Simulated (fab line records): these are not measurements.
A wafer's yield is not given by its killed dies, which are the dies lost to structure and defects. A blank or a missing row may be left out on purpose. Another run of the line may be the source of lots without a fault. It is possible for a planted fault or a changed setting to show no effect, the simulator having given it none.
Matching of chambers :: flow nand_harc :: NHARC_A_CHANNEL_FILL_D1_CMP_10 on cmp-01: 4 sister chambers
The step polishes, target thk 150 nm. 4 wafers are shown with their chamber, then 8 later ones without.

EACH WAFER AND ITS CHAMBER
wafer: L083.6
chamber: 0
motor_current_A (A): 11.6

wafer: L090.3
chamber: 1
motor_current_A (A): 12.5

wafer: L090.5
chamber: 2
motor_current_A (A): 11.6

wafer: L092.1
chamber: 3
motor_current_A (A): 12.5

WAFERS WITHOUT THEIR CHAMBER
wafer: L092.2
motor_current_A (A): 12.1

wafer: L092.3
motor_current_A (A): 11.5

wafer: L094.3
motor_current_A (A): 12.8

wafer: L094.5
motor_current_A (A): 11.4

wafer: L094.6
motor_current_A (A): 12.2

wafer: L097.1
motor_current_A (A): 12.3

wafer: L097.2
motor_current_A (A): 11.4

wafer: L097.6
motor_current_A (A): 12.4

WHICH CHAMBER EACH WENT THROUGH
wafer: L092.2
from the rows above: can't be placed: 1 or 3 or 0 or 2
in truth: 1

wafer: L092.3
from the rows above: can't be placed: 0 or 2
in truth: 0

wafer: L094.3
from the rows above: can't be placed: 1 or 3
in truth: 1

wafer: L094.5
from the rows above: can't be placed: 0 or 2
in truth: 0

wafer: L094.6
from the rows above: can't be placed: 1 or 3 or 0 or 2
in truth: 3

wafer: L097.1
from the rows above: can't be placed: 1 or 3
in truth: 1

wafer: L097.2
from the rows above: can't be placed: 0 or 2
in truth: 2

wafer: L097.6
from the rows above: can't be placed: 1 or 3
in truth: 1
Placed correctly: 0 of 8. Cannot be placed on the basis of these rows: 8; the candidates contain the true chamber in 8. Placed wrongly: 0.
How it was worked out, from the rows above alone: a wafer's distance from a chamber is the root of the sum, over the readings, of the square of ((its reading less the chamber's mean) divided by the reading's scatter). The wafer belongs to the nearest chamber; if the next one is less than 2 further off, it can't be placed. The mean given for a chamber averages the wafers shown for that chamber. The scatter: root of mean squared gap, hidden wafer to nearest shown wafer, with one shown wafer a chamber.
